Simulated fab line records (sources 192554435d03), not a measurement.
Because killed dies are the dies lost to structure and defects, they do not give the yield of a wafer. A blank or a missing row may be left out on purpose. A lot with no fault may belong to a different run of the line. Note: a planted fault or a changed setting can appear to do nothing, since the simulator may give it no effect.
fab line records	flow n5-finfet
[record] lots = 24	wafers = 72	last-day = 17
route steps=1938 shown BEOL_M1@765
lots untouched by any fault: they come from a run of this same line in which no faults occurred
start-h: the number of hours between the record's first day and the start of the first shown wafer of the lot	wait-h: hours from the lot's prior step to this one	" as in the row above	L1.1+2: several wafers, shown together as one row	- no value, or no start was given	* or withheld: withheld	< > ~ a bound
route shown NAME@n: NAME is a module with steps in the file, n the number in the route of the first one	usual: mean/standard deviation taken from wafers without a fault	same: alike in all rows	chamber/n: place in a boat	sites: the reading at each site	_std_site: the values' standard deviation	_edge_site: outer sites' mean less inner sites'	radius-mm: for every site, how far away it sits from the centre of the wafer	mask NAME#n: copy n	behind: the last tool/chamber to shape the wafer	hold: what put the lot on hold/how long, in hours/how the hold closed	device: the n, p or np transistor that did not switch	end of line: the tests these same wafers got at the end of their route	for a step that has no rows: nothing shown but its recipe	killed: dies that structure and defects cost at the first sort, which is not the same as the wafer's yield	map: dies across one wafer; x = killed, . = not, _ = none there
set.NAME: the setting that was run; set.NAME@STEP: the one run at that earlier step	model.NAME: the simulator's own value behind a step, which no gauge read
a sample of lots followed through the steps of the route, with each step as a table and each wafer as a row
services: when a tool's chamber went out of use (start-h, in hours from the record's first day, below 0 if earlier), for how many hours, and the reason
[[steps]]
[step N5_BEOL_M1_OVL_MEAS_12]
[recipe] points-per-wafer = 522
[usual] M1_OVL = -0.3/0.65
lot.wafer	tool	chamber	start-h	wait-h	M1_OVL[nm]
L074.3	overlay-02	0	123.81	0.0	1.1
L074.4	"	0	"	"	0.3
L074.5	"	0	"	"	0.0
L075.2	overlay-01	0	128.32	0.0	0.0
L075.3	"	0	"	"	0.3
L075.5	"	0	"	"	0.4
L076.3	overlay-02	0	131.08	0.0	0.0
L076.5	"	0	"	"	0.4
L076.6	"	0	"	"	0.6
L077.1	overlay-01	0	137.47	0.0	-0.5
L077.4	"	0	"	"	-0.4
L077.5	"	0	"	"	-0.1
L078.2	overlay-01	0	146.19	0.0	-0.7
L078.5	"	0	"	"	0.2
L078.6	"	0	"	"	-0.9
L079.1	overlay-02	0	154.29	0.0	-0.4
L079.2	"	0	"	"	-0.2
L079.3	"	0	"	"	-0.1
L080.2	overlay-01	0	157.80	0.0	-0.7
L080.5	"	0	"	"	-0.7
L080.6	"	0	"	"	-0.7
L081.2	overlay-01	0	160.40	0.0	-0.8
L081.4	"	0	"	"	-1.0
L081.5	"	0	"	"	-0.6
L082.2	overlay-02	0	174.41	0.0	-0.4
L082.3	"	0	"	"	-0.8
L082.5	"	0	"	"	0.7
L083.1	overlay-02	0	174.78	0.0	-0.4
L083.3	"	0	"	"	0.1
L083.4	"	0	"	"	-0.2
L084.2	overlay-01	0	183.96	0.0	-1.7
L084.3	"	0	"	"	0.2
L084.4	"	0	"	"	-0.3
L085.3	overlay-01	0	191.45	0.0	-0.9
L085.5	"	0	"	"	-0.7
L085.6	"	0	"	"	0.1
L086.4	overlay-02	0	202.99	0.0	0.0
L086.5	"	0	"	"	0.0
L086.6	"	0	"	"	0.5
L087.2	overlay-02	0	203.25	0.0	-1.3
L087.3	"	0	"	"	-0.7
L087.5	"	0	"	"	-0.7
L088.2	overlay-02	0	209.07	0.0	0.2
L088.4	"	0	"	"	0.8
L088.6	"	0	"	"	0.6
L089.1	overlay-01	0	209.33	0.0	-1.0
L089.2	"	0	"	"	-1.4
L089.3	"	0	"	"	0.0
L090.1	overlay-01	0	214.80	0.0	-0.9
L090.2	"	0	"	"	-0.7
L090.3	"	0	"	"	-0.2
L091.1	overlay-02	0	223.02	0.0	-0.5
L091.5	"	0	"	"	-0.7
L091.6	"	0	"	"	-1.3
L092.3	overlay-02	0	233.59	0.0	0.0
L092.4	"	0	"	"	-0.5
L092.5	"	0	"	"	-0.4
L094.1	overlay-01	0	243.45	0.0	-0.1
L094.2	"	0	"	"	-0.3
L094.4	"	0	"	"	0.4
L093.1	overlay-02	0	243.68	0.0	0.0
L093.2	"	0	"	"	0.2
L093.5	"	0	"	"	0.5
L095.1	overlay-01	0	249.26	0.0	-0.1
L095.3	"	0	"	"	-0.4
L095.4	"	0	"	"	-1.2
L096.2	overlay-01	0	262.66	0.0	0.3
L096.3	"	0	"	"	0.0
L096.6	"	0	"	"	-0.3
L097.3	overlay-02	0	265.39	0.0	-1.0
L097.5	"	0	"	"	-1.0
L097.6	"	0	"	"	-0.2
[step N5_BEOL_M1_CD_MEAS_18]
[recipe] pitch-nm = 36	target-cd-nm = 18
[usual] cd-nm = 18.0/0.43
lot.wafer	tool	chamber	start-h	wait-h	cd-nm
L074.3	cd-sem-02	-	124.48	0.1	18.0
L074.4	"	-	"	"	18.0
L074.5	"	-	"	"	17.1
L075.2	cd-sem-02	-	128.98	0.1	18.2
L075.3	"	-	"	"	18.0
L075.5	"	-	"	"	17.5
L076.3	cd-sem-01	-	131.65	0.1	17.4
L076.5	"	-	"	"	17.7
L076.6	"	-	"	"	18.2
L077.1	cd-sem-02	-	137.99	0.0	17.3
L077.4	"	-	"	"	18.4
L077.5	"	-	"	"	17.9
L078.2	cd-sem-03	-	146.71	0.1	18.4
L078.5	"	-	"	"	17.5
L078.6	"	-	"	"	18.0
L079.1	cd-sem-02	-	154.81	0.0	18.1
L079.2	"	-	"	"	17.6
L079.3	"	-	"	"	18.1
L080.2	cd-sem-03	-	158.31	0.1	18.2
L080.5	"	-	"	"	18.5
L080.6	"	-	"	"	17.6
L081.2	cd-sem-01	-	161.01	0.1	17.6
L081.4	"	-	"	"	18.2
L081.5	"	-	"	"	16.8
L082.2	cd-sem-02	-	175.02	0.1	18.0
L082.3	"	-	"	"	18.6
L082.5	"	-	"	"	17.8
L083.1	cd-sem-03	-	175.68	0.0	17.9
L083.3	"	-	"	"	17.9
L083.4	"	-	"	"	17.9
L084.2	cd-sem-02	-	185.05	0.1	17.7
L084.3	"	-	"	"	18.3
L084.4	"	-	"	"	18.0
L085.3	cd-sem-03	-	192.04	0.1	17.3
L085.5	"	-	"	"	17.9
L085.6	"	-	"	"	18.5
L086.4	cd-sem-02	-	203.56	0.1	18.7
L086.5	"	-	"	"	17.8
L086.6	"	-	"	"	17.9
L087.2	cd-sem-03	-	203.95	0.1	18.2
L087.3	"	-	"	"	17.7
L087.5	"	-	"	"	18.7
L088.2	cd-sem-02	-	209.58	0.1	18.6
L088.4	"	-	"	"	17.4
L088.6	"	-	"	"	18.6
L089.1	cd-sem-03	-	210.05	0.0	18.2
L089.2	"	-	"	"	18.5
L089.3	"	-	"	"	17.7
L090.1	cd-sem-01	-	215.32	0.0	19.0
L090.2	"	-	"	"	18.3
L090.3	"	-	"	"	17.5
L091.1	cd-sem-01	-	223.76	0.0	17.6
L091.5	"	-	"	"	18.2
L091.6	"	-	"	"	17.5
L092.3	cd-sem-01	-	234.14	0.1	17.4
L092.4	"	-	"	"	17.3
L092.5	"	-	"	"	17.6
L094.1	cd-sem-02	-	244.07	0.0	17.4
L094.2	"	-	"	"	18.1
L094.4	"	-	"	"	17.7
L093.1	cd-sem-03	-	244.20	0.0	18.5
L093.2	"	-	"	"	17.6
L093.5	"	-	"	"	18.0
L095.1	cd-sem-03	-	249.92	0.1	18.1
L095.3	"	-	"	"	17.6
L095.4	"	-	"	"	18.4
L096.2	cd-sem-02	-	263.18	0.1	17.9
L096.3	"	-	"	"	17.3
L096.6	"	-	"	"	18.1
L097.3	cd-sem-03	-	265.90	0.1	18.1
L097.5	"	-	"	"	18.7
L097.6	"	-	"	"	17.8
[step N5_BEOL_M1_ETCH_70]
[recipe] chemistry = N2/H2	target = SOC	target-depth-a = 800	overetch-a = 160	mask-material = SiARC	temp-c = 40	time-s = 120	ion-energy-ev = 200	pressure-mtorr = 30	source-w = 840	bias-w = 150	n2-flow-sccm = 200	h2-flow-sccm = 200
[usual] drypump-motor-current-A = 6.0/0.56	oes-product-au = 0.58/0.058	rf-vpp-V = 523.4/2.3	showerhead-plenum-p-Torr = 2.51/0.075	throttle-valve-pct = 17.84/0.25
lot.wafer	tool	chamber	start-h	wait-h	drypump-motor-current-A	oes-product-au	rf-hours-counter-h	rf-vpp-V	showerhead-plenum-p-Torr	throttle-valve-pct
L074.3	rie-diel-03	2	127.21	0.0	6.2	0.53	256	525.2	2.57	17.47
L074.4	"	2	"	"	6.2	0.53	-	525.5	2.57	17.46
L074.5	"	3	"	"	6.5	0.55	-	523.4	2.51	18.07
L075.2	rie-diel-06	0	130.06	0.0	6.1	0.61	93	523.9	2.56	17.80
L075.3	"	1	"	"	6.0	0.52	242	522.8	2.48	17.99
L075.5	"	2	"	"	4.9	0.56	-	523.5	2.51	17.92
L076.3	rie-diel-03	2	133.11	0.0	6.2	0.53	258	526.3	2.57	17.47
L076.5	"	2	"	"	6.2	0.52	-	525.7	2.57	17.46
L076.6	"	0	"	"	6.4	0.59	-	521.9	2.43	17.69
L077.1	rie-diel-06	3	139.52	0.0	6.8	0.54	214	519.6	2.42	18.04
L077.4	"	2	"	"	4.9	0.55	194	523.5	2.51	17.92
L077.5	"	2	"	"	4.9	0.56	-	524.0	2.51	17.94
L078.2	rie-diel-03	2	147.99	0.0	6.2	0.52	264	525.6	2.57	17.48
L078.5	"	2	"	"	6.2	0.53	-	525.8	2.57	17.47
L078.6	"	0	"	"	6.4	0.58	-	521.9	2.42	17.71
L079.1	rie-diel-06	0	156.19	0.0	6.1	0.62	102	525.6	2.56	17.83
L079.2	"	3	"	"	6.8	0.54	218	519.7	2.42	18.04
L079.3	"	2	"	"	4.9	0.55	199	523.7	2.51	17.94
L080.2	rie-diel-06	3	159.43	0.0	6.8	0.54	219	519.4	2.42	18.05
L080.5	"	3	"	"	6.8	0.54	-	520.9	2.42	18.05
L080.6	"	2	"	"	4.9	0.55	-	523.7	2.51	17.92
L081.2	rie-diel-04	1	161.88	0.0	6.5	0.67	28	522.0	2.48	18.04
L081.4	"	0	"	"	6.3	0.55	176	523.2	2.54	17.61
L081.5	"	0	"	"	6.3	0.55	-	524.5	2.54	17.61
L082.2	rie-diel-03	0	176.57	0.0	6.4	0.57	156	521.7	2.42	17.73
L082.3	"	2	"	"	6.2	0.52	271	525.2	2.56	17.49
L082.5	"	1	"	"	5.8	0.58	-	528.0	2.63	17.83
L083.1	rie-diel-06	3	183.23	0.0	6.8	0.53	229	519.5	2.41	18.05
L083.3	"	0	"	"	6.1	0.60	112	524.3	2.55	17.84
L083.4	"	2	"	"	4.9	0.55	-	523.6	2.51	17.95
L084.2	rie-diel-03	2	187.06	0.0	6.2	0.52	274	525.5	2.56	17.50
L084.3	"	1	"	"	5.8	0.57	161	525.4	2.63	17.85
L084.4	"	0	"	"	6.4	0.58	158	519.5	2.42	17.73
L085.3	rie-diel-06	3	195.94	0.0	6.8	0.53	234	518.6	2.41	18.06
L085.5	"	2	"	"	4.9	0.54	-	523.2	2.50	17.96
L085.6	"	3	"	"	6.8	0.53	-	519.5	2.41	18.07
L086.4	rie-diel-06	2	204.46	0.0	4.9	0.54	-	522.4	2.50	17.97
L086.5	"	3	"	"	6.8	0.53	-	521.8	2.41	18.08
L086.6	"	0	"	"	6.1	0.59	-	524.5	2.55	17.84
L087.2	rie-diel-03	1	205.10	0.0	5.8	0.57	169	526.3	2.62	17.85
L087.3	"	3	"	"	6.5	0.53	241	522.4	2.50	18.10
L087.5	"	3	"	"	6.5	0.53	-	521.8	2.50	18.11
L088.2	rie-diel-06	3	213.77	0.0	6.8	0.53	241	520.5	2.41	18.07
L088.4	"	0	"	"	6.1	0.59	124	523.2	2.55	17.87
L088.6	"	2	"	"	4.9	0.54	-	522.4	2.50	17.97
L089.1	rie-diel-03	0	214.20	0.0	6.4	0.58	168	521.6	2.41	17.75
L089.2	"	1	"	"	5.8	0.58	172	526.7	2.62	17.85
L089.3	"	3	"	"	6.5	0.53	244	522.2	2.50	18.10
L090.1	rie-diel-03	3	217.09	0.0	6.5	0.52	245	523.6	2.50	18.10
L090.2	"	1	"	"	5.8	0.57	172	526.3	2.62	17.84
L090.3	"	0	"	"	6.4	0.57	169	520.3	2.41	17.75
L091.1	rie-diel-03	1	225.85	0.0	5.8	0.57	175	526.3	2.62	17.87
L091.5	"	3	"	"	6.4	0.53	-	522.8	2.50	18.13
L091.6	"	0	"	"	6.4	0.58	-	521.4	2.41	17.76
L092.3	rie-diel-06	3	234.86	0.0	6.8	0.52	248	519.0	2.41	18.10
L092.4	"	0	"	"	6.1	0.59	130	523.3	2.55	17.86
L092.5	"	1	"	"	5.9	0.74	-	522.1	2.48	17.59
L094.1	rie-diel-03	2	244.93	0.0	6.2	0.73	7	525.1	2.56	17.08
L094.2	"	1	"	"	5.8	0.56	181	526.7	2.62	17.86
L094.4	"	2	"	"	6.2	0.73	-	525.6	2.56	17.06
L093.1	rie-diel-04	3	245.11	0.0	5.6	0.57	184	526.7	2.66	18.41
L093.2	"	1	"	"	6.5	0.65	52	523.1	2.47	18.10
L093.5	"	0	"	"	6.4	0.54	-	523.1	2.53	17.65
L095.1	rie-diel-03	1	251.87	0.0	5.8	0.57	184	526.8	2.62	17.88
L095.3	"	0	"	"	6.4	0.56	179	519.9	2.41	17.77
L095.4	"	0	"	"	6.4	0.56	-	522.0	2.41	17.76
L096.2	rie-diel-03	0	268.72	0.0	6.4	0.56	187	519.9	2.41	17.78
L096.3	"	1	"	"	5.8	0.56	191	527.3	2.61	17.89
L096.6	"	1	"	"	5.8	0.56	-	526.3	2.61	17.89
L097.3	rie-diel-06	1	268.76	0.0	5.9	0.71	20	523.3	2.47	17.61
L097.5	"	3	"	"	6.8	0.73	-	528.8	2.72	17.64
L097.6	"	2	"	"	4.9	0.53	-	523.7	2.49	18.00
[step N5_BEOL_M1_SPUTTER_48]
[recipe] material = Cu	target-thk-a = 45	temp-c = -20	chamber-pressure-pa = 0.07	power-w = withheld	time-s = 8.29
[usual] susceptor-temp-C = -20.00/0.11	throttle-valve-pct = 30.0/1.5
lot.wafer	tool	chamber	start-h	wait-h	susceptor-temp-C	throttle-valve-pct
L074.3	pvd-sputter-01	-	128.63	0.3	-20.12	30.8
L074.4	"	-	"	"	-19.95	30.5
L074.5	"	-	"	"	-20.03	30.4
L075.2	pvd-sputter-02	-	132.13	0.3	-19.97	30.1
L075.3	"	-	"	"	-20.10	29.3
L075.5	"	-	"	"	-20.04	31.7
L076.3	pvd-sputter-03	-	134.57	0.1	-20.04	28.1
L076.5	"	-	"	"	-20.07	28.0
L076.6	"	-	"	"	-19.95	32.6
L077.1	pvd-sputter-01	-	141.27	0.2	-19.91	30.4
L077.4	"	-	"	"	-19.98	27.3
L077.5	"	-	"	"	-19.85	30.5
L078.2	pvd-sputter-03	-	149.09	0.1	-20.00	32.5
L078.5	"	-	"	"	-20.01	28.1
L078.6	"	-	"	"	-19.96	32.7
L079.1	pvd-sputter-03	-	157.91	0.3	-19.99	28.1
L079.2	"	-	"	"	-20.24	32.4
L079.3	"	-	"	"	-20.04	30.0
L080.2	pvd-sputter-02	-	161.51	0.2	-19.95	29.3
L080.5	"	-	"	"	-19.90	31.5
L080.6	"	-	"	"	-20.01	30.4
L081.2	pvd-sputter-01	-	163.26	0.2	-20.06	30.8
L081.4	"	-	"	"	-19.98	30.4
L081.5	"	-	"	"	-20.10	30.9
L082.2	pvd-sputter-01	-	178.60	0.2	-20.19	30.5
L082.3	"	-	"	"	-19.89	29.2
L082.5	"	-	"	"	-19.88	30.8
L083.1	pvd-sputter-01	-	184.66	0.1	-20.09	30.8
L083.3	"	-	"	"	-20.05	27.1
L083.4	"	-	"	"	-20.07	29.1
L084.2	pvd-sputter-03	-	188.66	0.2	-20.05	30.0
L084.3	"	-	"	"	-19.93	27.9
L084.4	"	-	"	"	-20.30	28.9
L085.3	pvd-sputter-02	-	197.41	0.1	-20.05	29.2
L085.5	"	-	"	"	-19.97	31.4
L085.6	"	-	"	"	-19.74	30.3
L086.4	pvd-sputter-01	-	205.95	0.0	-19.98	27.3
L086.5	"	-	"	"	-20.02	29.0
L086.6	"	-	"	"	-20.06	30.9
L087.2	pvd-sputter-02	-	206.75	0.3	-19.90	30.1
L087.3	"	-	"	"	-19.97	31.5
L087.5	"	-	"	"	-20.01	30.6
L088.2	pvd-sputter-01	-	215.12	0.2	-19.86	30.7
L088.4	"	-	"	"	-19.87	28.9
L088.6	"	-	"	"	-20.02	27.0
L089.1	pvd-sputter-02	-	216.53	0.9	-20.06	31.6
L089.2	"	-	"	"	-20.09	29.5
L089.3	"	-	"	"	-20.06	31.4
L090.1	pvd-sputter-02	-	218.63	0.1	-20.01	29.2
L090.2	"	-	"	"	-19.95	30.3
L090.3	"	-	"	"	-20.08	31.5
L091.1	pvd-sputter-03	-	227.51	0.1	-19.84	32.5
L091.5	"	-	"	"	-19.91	28.1
L091.6	"	-	"	"	-20.03	29.6
L092.3	pvd-sputter-01	-	236.16	0.1	-20.15	27.4
L092.4	"	-	"	"	-19.93	29.1
L092.5	"	-	"	"	-19.95	30.8
L094.1	pvd-sputter-03	-	246.45	0.4	-20.13	28.6
L094.2	"	-	"	"	-20.17	29.9
L094.4	"	-	"	"	-20.17	28.3
L093.1	pvd-sputter-02	-	246.82	0.3	-19.94	29.4
L093.2	"	-	"	"	-19.98	30.3
L093.5	"	-	"	"	-20.15	30.5
L095.1	pvd-sputter-03	-	253.24	0.1	-19.86	30.0
L095.3	"	-	"	"	-19.90	32.7
L095.4	"	-	"	"	-20.06	28.9
L096.2	pvd-sputter-02	-	270.20	0.2	-19.94	29.6
L096.3	"	-	"	"	-20.02	31.4
L096.6	"	-	"	"	-20.00	31.5
L097.3	pvd-sputter-01	-	270.31	0.2	-19.78	27.4
L097.5	"	-	"	"	-20.09	30.7
L097.6	"	-	"	"	-19.97	27.4
[step N5_BEOL_M1_ANNEAL_87]
[recipe] temp-c = 400	time-s = 240	ambient = vacuum
[usual] heater-power-w = 811/82	susceptor-temp-C = 399.99/0.22
lot.wafer	tool	chamber	start-h	wait-h	heater-power-w	susceptor-temp-C
L074.3	pvd-sputter-01	-	129.37	0.0	940	399.80
L074.4	"	-	"	"	774	399.84
L074.5	"	-	"	"	775	399.98
L075.2	pvd-sputter-02	-	132.93	0.0	785	399.70
L075.3	"	-	"	"	1005	399.70
L075.5	"	-	"	"	883	400.21
L076.3	pvd-sputter-03	-	135.31	0.0	749	400.12
L076.5	"	-	"	"	749	399.99
L076.6	"	-	"	"	734	400.21
L077.1	pvd-sputter-01	-	142.01	0.0	775	399.53
L077.4	"	-	"	"	736	399.78
L077.5	"	-	"	"	787	399.76
L078.2	pvd-sputter-03	-	149.83	0.0	740	400.28
L078.5	"	-	"	"	732	399.90
L078.6	"	-	"	"	745	399.78
L079.1	pvd-sputter-03	-	158.65	0.0	745	400.13
L079.2	"	-	"	"	759	399.57
L079.3	"	-	"	"	798	399.57
L080.2	pvd-sputter-02	-	162.25	0.0	1017	399.90
L080.5	"	-	"	"	877	400.11
L080.6	"	-	"	"	788	400.34
L081.2	pvd-sputter-01	-	164.00	0.0	919	400.40
L081.4	"	-	"	"	768	399.88
L081.5	"	-	"	"	939	400.16
L082.2	pvd-sputter-01	-	179.44	0.0	782	400.16
L082.3	"	-	"	"	757	400.03
L082.5	"	-	"	"	928	399.91
L083.1	pvd-sputter-01	-	185.40	0.0	949	399.76
L083.3	"	-	"	"	740	399.93
L083.4	"	-	"	"	756	400.20
L084.2	pvd-sputter-03	-	189.40	0.0	835	399.95
L084.3	"	-	"	"	752	400.27
L084.4	"	-	"	"	764	399.70
L085.3	pvd-sputter-02	-	198.15	0.0	997	400.37
L085.5	"	-	"	"	860	400.00
L085.6	"	-	"	"	776	400.04
L086.4	pvd-sputter-01	-	206.69	0.0	713	399.78
L086.5	"	-	"	"	729	400.13
L086.6	"	-	"	"	953	399.86
L087.2	pvd-sputter-02	-	207.49	0.0	779	400.17
L087.3	"	-	"	"	867	399.83
L087.5	"	-	"	"	793	399.95
L088.2	pvd-sputter-01	-	215.86	0.0	783	400.22
L088.4	"	-	"	"	733	399.92
L088.6	"	-	"	"	711	400.14
L089.1	pvd-sputter-02	-	217.27	0.0	883	400.18
L089.2	"	-	"	"	1012	399.78
L089.3	"	-	"	"	869	400.11
L090.1	pvd-sputter-02	-	219.37	0.0	1005	400.35
L090.2	"	-	"	"	773	400.03
L090.3	"	-	"	"	867	400.09
L091.1	pvd-sputter-03	-	228.25	0.0	731	400.07
L091.5	"	-	"	"	751	400.19
L091.6	"	-	"	"	821	399.94
L092.3	pvd-sputter-01	-	236.90	0.0	745	400.16
L092.4	"	-	"	"	734	399.59
L092.5	"	-	"	"	938	400.15
L094.1	pvd-sputter-03	-	247.25	0.0	765	399.63
L094.2	"	-	"	"	830	400.05
L094.4	"	-	"	"	726	399.70
L093.1	pvd-sputter-02	-	247.56	0.0	998	400.05
L093.2	"	-	"	"	802	400.11
L093.5	"	-	"	"	798	400.40
L095.1	pvd-sputter-03	-	253.98	0.0	817	400.21
L095.3	"	-	"	"	735	400.26
L095.4	"	-	"	"	767	399.99
L096.2	pvd-sputter-02	-	270.94	0.0	1008	399.74
L096.3	"	-	"	"	827	399.87
L096.6	"	-	"	"	870	399.70
L097.3	pvd-sputter-01	-	271.05	0.0	710	399.76
L097.5	"	-	"	"	946	400.19
L097.6	"	-	"	"	712	399.77
[step N5_BEOL_M1_ANNEAL_89]
[recipe] temp-c = 400	time-s = 240	ambient = vacuum
[usual] heater-power-w = 810/82	susceptor-temp-C = 399.95/0.21
lot.wafer	tool	chamber	start-h	wait-h	heater-power-w	susceptor-temp-C
L074.3	pvd-sputter-01	-	129.59	0.0	929	400.05
L074.4	"	-	"	"	779	399.96
L074.5	"	-	"	"	783	399.98
L075.2	pvd-sputter-02	-	133.17	0.0	780	399.46
L075.3	"	-	"	"	1021	399.94
L075.5	"	-	"	"	879	400.14
L076.3	pvd-sputter-03	-	135.53	0.0	740	400.20
L076.5	"	-	"	"	736	400.05
L076.6	"	-	"	"	738	399.79
L077.1	pvd-sputter-01	-	142.23	0.0	758	400.04
L077.4	"	-	"	"	726	400.17
L077.5	"	-	"	"	773	399.63
L078.2	pvd-sputter-03	-	150.05	0.0	750	400.28
L078.5	"	-	"	"	748	399.98
L078.6	"	-	"	"	754	400.25
L079.1	pvd-sputter-03	-	158.87	0.0	733	399.97
L079.2	"	-	"	"	744	399.72
L079.3	"	-	"	"	804	400.14
L080.2	pvd-sputter-02	-	162.47	0.0	992	400.04
L080.5	"	-	"	"	847	400.13
L080.6	"	-	"	"	805	399.90
L081.2	pvd-sputter-01	-	164.22	0.0	960	399.85
L081.4	"	-	"	"	783	399.78
L081.5	"	-	"	"	946	400.15
L082.2	pvd-sputter-01	-	179.68	0.0	767	399.88
L082.3	"	-	"	"	754	399.71
L082.5	"	-	"	"	939	399.88
L083.1	pvd-sputter-01	-	185.62	0.0	961	399.64
L083.3	"	-	"	"	733	399.65
L083.4	"	-	"	"	745	399.90
L084.2	pvd-sputter-03	-	189.62	0.0	797	399.88
L084.3	"	-	"	"	758	400.11
L084.4	"	-	"	"	778	399.96
L085.3	pvd-sputter-02	-	198.37	0.0	999	400.23
L085.5	"	-	"	"	861	400.22
L085.6	"	-	"	"	788	400.04
L086.4	pvd-sputter-01	-	206.91	0.0	734	400.37
L086.5	"	-	"	"	729	399.56
L086.6	"	-	"	"	936	400.06
L087.2	pvd-sputter-02	-	207.71	0.0	790	399.85
L087.3	"	-	"	"	856	400.43
L087.5	"	-	"	"	793	399.84
L088.2	pvd-sputter-01	-	216.08	0.0	778	399.68
L088.4	"	-	"	"	744	400.41
L088.6	"	-	"	"	720	400.30
L089.1	pvd-sputter-02	-	217.49	0.0	877	399.74
L089.2	"	-	"	"	997	399.60
L089.3	"	-	"	"	865	400.00
L090.1	pvd-sputter-02	-	219.59	0.0	989	399.72
L090.2	"	-	"	"	765	399.73
L090.3	"	-	"	"	869	399.93
L091.1	pvd-sputter-03	-	228.47	0.0	726	399.99
L091.5	"	-	"	"	737	399.57
L091.6	"	-	"	"	817	400.02
L092.3	pvd-sputter-01	-	237.12	0.0	721	399.84
L092.4	"	-	"	"	743	400.08
L092.5	"	-	"	"	928	400.09
L094.1	pvd-sputter-03	-	247.49	0.0	748	399.80
L094.2	"	-	"	"	791	399.93
L094.4	"	-	"	"	741	399.74
L093.1	pvd-sputter-02	-	247.78	0.0	1003	400.03
L093.2	"	-	"	"	782	399.71
L093.5	"	-	"	"	786	400.02
L095.1	pvd-sputter-03	-	254.20	0.0	803	399.67
L095.3	"	-	"	"	742	399.79
L095.4	"	-	"	"	757	400.71
L096.2	pvd-sputter-02	-	271.16	0.0	999	400.08
L096.3	"	-	"	"	845	400.09
L096.6	"	-	"	"	859	400.32
L097.3	pvd-sputter-01	-	271.27	0.0	716	399.81
L097.5	"	-	"	"	962	399.60
L097.6	"	-	"	"	739	399.63
[[services]]
tool	chamber	start-h	hours	kind
rie-diel-03	3	108.49	18.4	repair
rie-diel-06	2	117.44	3.9	repair
rie-diel-06	3	129.47	5.2	repair
rie-diel-06	1	155.83	-	clean
rie-diel-06	1	155.83	-	consumable-replace:focus-ring
rie-diel-06	1	155.83	41.8	scheduled-down
rie-diel-06	1	155.83	41.8	vent-cycle
rie-diel-03	2	162.91	8.3	repair
rie-diel-03	-	183.68	1.5	repair
rie-diel-04	-	189.36	0.7	repair
rie-diel-03	2	189.95	11.4	repair
rie-diel-06	1	200.94	9.8	repair
rie-diel-03	2	201.58	-	clean
rie-diel-03	2	201.58	-	consumable-replace:focus-ring
rie-diel-03	2	201.58	20.9	scheduled-down
rie-diel-03	2	201.58	20.9	vent-cycle
rie-diel-03	3	235.47	-	clean
rie-diel-03	3	235.47	-	consumable-replace:focus-ring
rie-diel-03	3	235.47	22.2	scheduled-down
rie-diel-03	3	235.47	22.2	vent-cycle
rie-diel-06	3	243.38	-	clean
rie-diel-06	3	243.38	-	consumable-replace:focus-ring
rie-diel-03	0	248.64	2.4	repair
rie-diel-04	0	270.55	4.8	repair
[[key]]
fault none
